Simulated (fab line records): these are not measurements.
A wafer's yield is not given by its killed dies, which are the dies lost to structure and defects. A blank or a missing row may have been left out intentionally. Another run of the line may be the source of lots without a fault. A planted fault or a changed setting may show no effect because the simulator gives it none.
Chamber matching    flow n5Finfet    N5_BEOL_M5_CMP_52 on cmp-02 has 4 sister chambers
The step polishes, stops on SiCOH lowk, t overpolish 6.9 s, target thk 62 nm. 16 wafers are shown with their chamber, then 8 later ones without.

== WAFERS WITH THEIR CHAMBER ==
wafer   chamber  motorCurrentA (A)  overpolishRunS (s)  timeToEndpointS (s)
L222.2  0        6.6                6.907               60.1
L222.4  1        6.3                6.899               58.7
L222.6  0        6.5                6.906               62.3
L228.2  1        6.4                6.902               60.8
L228.3  2        5.6                6.906               59.9
L228.4  3        6.7                6.887               64.6
L235.1  2        5.5                6.904               60.9
L235.5  1        6.5                6.906               63.3
L235.6  2        5.3                6.898               61.5
L233.2  1        7.0                6.889               62.1
L233.3  0        6.9                6.927               64.3
L233.6  2        5.5                6.892               59.8
L236.1  3        6.3                6.894               63.4
L236.2  2        5.5                6.883               59.6
L236.6  0        6.4                6.901               60.9
L237.1  2        5.5                6.902               63.2

SIGNATURES, as means of the wafers listed above
reading          chamber 0  chamber 1  chamber 2  chamber 3  scatter within a chamber
motorCurrentA    6.600      6.550      5.483      6.500      0.216
overpolishRunS   6.91025    6.89900    6.89750    6.89050    0.00891
timeToEndpointS  61.900     61.225     60.817     64.000     1.63
Rule: for each reading, subtract the chamber's mean from the wafer's reading, divide by that reading's scatter and square the result; add these up over the readings and take the root, which gives the wafer's distance from the chamber. If the next closest chamber is less than 2 further off than the closest, the wafer can't be placed; otherwise it belongs to the closest. The scatter is the square root of a quotient: the sum, over the shown wafers, of each reading's squared deviation from its chamber's mean, divided by wafers minus chambers.

== WAFERS WITHOUT THEIR CHAMBER ==
wafer   motorCurrentA (A)  overpolishRunS (s)  timeToEndpointS (s)
L237.4  6.4                6.913               64.2
L237.5  5.5                6.900               60.4
L243.3  6.4                6.911               66.4
L243.4  6.7                6.908               60.5
L243.5  6.2                6.892               62.8
L244.2  6.5                6.887               62.7
L244.4  5.5                6.889               56.4
L244.5  6.4                6.896               60.2

== THE CHAMBER EACH PASSED THROUGH ==
wafer   from the rows above           in truth
L237.4  can't be placed: 0 or 1 or 3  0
L237.5  2                             2
L243.3  can't be placed: 3 or 0 or 1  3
L243.4  can't be placed: 0 or 1       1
L243.5  can't be placed: 3 or 1 or 0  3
L244.2  can't be placed: 3 or 1 or 0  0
L244.4  2                             2
L244.5  can't be placed: 1 or 0 or 3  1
Placed correctly: 2 of 8. From these rows, 6 cannot be placed; in 6 the true chamber is one of the candidates. Wrongly placed: 0.
